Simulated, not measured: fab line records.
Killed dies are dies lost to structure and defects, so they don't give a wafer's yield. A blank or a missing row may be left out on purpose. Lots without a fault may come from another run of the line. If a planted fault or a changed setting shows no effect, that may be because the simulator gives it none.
One fault through the eyes of 2 desks || flow n5_finfet || every desk sees just its own numbers, and what lay behind them comes last

== THE TOOL OWNER'S DESK: cvd_co-02 ==
The tool's own readings at N5_BEOL_M4_CVD_47 (deposits Co from CCTBA/H2, target thk 3 nm, time 223.8 s): means of the sampled wafers that have a number, for each lot that ran on this tool. A lot is out of limits, marked OUT, if its mean lies more than 4 standard deviations from the usual mean; the brackets give that distance.
Columns: A = run_length_s at N5_BEOL_M4_CVD_47, usual 246.7 s
{"lot": "L857", "first seen here": "day 8 20:32", "A": 246.4}
{"lot": "L860", "first seen here": "day 9 04:03", "A": 246.7}
{"lot": "L866", "first seen here": "day 10 06:23", "A": 246.9}
{"lot": "L874", "first seen here": "day 12 05:01", "A": 246.1}
This desk's finding: nothing out of limits on any of the 4 lots.

== THE METROLOGY DESK ==
What the gauges read, lot by lot, whatever tool the lot ran on: means of the sampled wafers that have a number. A lot is out of limits, marked OUT, if its mean lies more than 4 standard deviations from the usual mean; the brackets give that distance. Of its 12 readings 7 are shown: those that lie furthest out on some lot.
Columns: A = trench_depth_nm at N5_BEOL_M4_OCD_MEAS_38, usual 55.6 nm; B = IOFF_N at N5_BEOL_M4_RC_MEAS_101, usual 0.16 nA/um; C = IOFF_P at N5_BEOL_M4_RC_MEAS_101, usual 0.22 nA/um; D = ION_N at N5_BEOL_M4_RC_MEAS_101, usual 675 uA/um; E = ION_P at N5_BEOL_M4_RC_MEAS_101, usual 465 uA/um; F = VT_N at N5_BEOL_M4_RC_MEAS_101, usual 250 mV; G = VT_P at N5_BEOL_M4_RC_MEAS_101, usual -249 mV
{"lot": "L857", "first seen here": "day 8 19:20", "A": 57.2, "B": 0.13, "C": 0.23, "D": 659, "E": 467, "F": 253, "G": -246}
{"lot": "L860", "first seen here": "day 9 03:05", "A": 54.7, "B": 0.10, "C": 0.15, "D": 650, "E": 453, "F": 256, "G": -254}
{"lot": "L866", "first seen here": "day 10 05:34", "A": 55.4, "B": 0.16, "C": 0.20, "D": 685, "E": 466, "F": 247, "G": -250}
{"lot": "L874", "first seen here": "day 12 04:14", "A": 55.1, "B": 0.16, "C": 0.20, "D": 684, "E": 465, "F": 250, "G": -251}
{"lot": "L879", "first seen here": "day 13 22:50", "A": 54.5, "B": 0.12, "C": 0.16, "D": 670, "E": 455, "F": 256, "G": -255}
This desk's finding: nothing out of limits on any of the 5 lots.

== BROUGHT TOGETHER ==
The desk of the tool owner found nothing out of limits.
At the metrology desk, nothing out of limits was observed.

== WHAT WAS PUT IN BY THE SIMULATOR ==
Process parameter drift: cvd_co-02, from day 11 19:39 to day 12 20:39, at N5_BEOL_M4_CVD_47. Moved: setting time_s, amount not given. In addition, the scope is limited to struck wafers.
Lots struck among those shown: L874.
